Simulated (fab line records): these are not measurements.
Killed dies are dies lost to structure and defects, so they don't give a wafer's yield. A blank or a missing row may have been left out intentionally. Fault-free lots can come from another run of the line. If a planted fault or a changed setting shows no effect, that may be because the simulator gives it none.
Matching of chambers || flow nandHarc || NHARC_P_ZERO_WELL_DESCUM_13 on rieDiel-06: 4 sister chambers
The step chemistry O2, time 3 s. 4 wafers are shown with their chamber, then 12 later ones without.

## WAFERS, EACH WITH ITS CHAMBER
{"wafer": "L082.3", "chamber": 3, "drypumpMotorCurrentA (A)": 5.5}
{"wafer": "L083.2", "chamber": 0, "drypumpMotorCurrentA (A)": 6.8}
{"wafer": "L089.5", "chamber": 1, "drypumpMotorCurrentA (A)": 6.1}
{"wafer": "L089.6", "chamber": 2, "drypumpMotorCurrentA (A)": 5.9}

## WAFERS WHOSE CHAMBER IS MISSING
{"wafer": "L090.1", "drypumpMotorCurrentA (A)": 5.9}
{"wafer": "L090.3", "drypumpMotorCurrentA (A)": 6.2}
{"wafer": "L090.5", "drypumpMotorCurrentA (A)": 5.9}
{"wafer": "L091.1", "drypumpMotorCurrentA (A)": 5.9}
{"wafer": "L091.5", "drypumpMotorCurrentA (A)": 5.9}
{"wafer": "L091.6", "drypumpMotorCurrentA (A)": 5.4}
{"wafer": "L092.1", "drypumpMotorCurrentA (A)": 5.5}
{"wafer": "L092.5", "drypumpMotorCurrentA (A)": 5.5}
{"wafer": "L092.6", "drypumpMotorCurrentA (A)": 5.9}
{"wafer": "L097.2", "drypumpMotorCurrentA (A)": 6.1}
{"wafer": "L097.3", "drypumpMotorCurrentA (A)": 5.5}
{"wafer": "L097.6", "drypumpMotorCurrentA (A)": 5.4}

## WHICH CHAMBER EACH ONE RAN IN
{"wafer": "L090.1", "from the rows above": 2, "in truth": 2}
{"wafer": "L090.3", "from the rows above": 1, "in truth": 1}
{"wafer": "L090.5", "from the rows above": 2, "in truth": 2}
{"wafer": "L091.1", "from the rows above": 2, "in truth": 2}
{"wafer": "L091.5", "from the rows above": 2, "in truth": 2}
{"wafer": "L091.6", "from the rows above": 3, "in truth": 3}
{"wafer": "L092.1", "from the rows above": 3, "in truth": 3}
{"wafer": "L092.5", "from the rows above": 3, "in truth": 3}
{"wafer": "L092.6", "from the rows above": 2, "in truth": 2}
{"wafer": "L097.2", "from the rows above": 1, "in truth": 1}
{"wafer": "L097.3", "from the rows above": 3, "in truth": 3}
{"wafer": "L097.6", "from the rows above": 3, "in truth": 3}
Placed correctly: 12 of 12. Left unplaced by these rows: 0. Number placed wrongly: 0.
How it was worked out, from the rows above alone: a wafer's distance from a chamber is the root of the sum, over the readings, of the square of ((its reading less the chamber's mean) divided by the reading's scatter). If the next closest chamber is less than 2 further off than the closest, the wafer can't be placed; otherwise it belongs to the closest. The mean given for a chamber averages the wafers shown for that chamber. The scatter: with one shown wafer a chamber, the root of the mean of the squares of how far each hidden wafer lies from its nearest shown one.
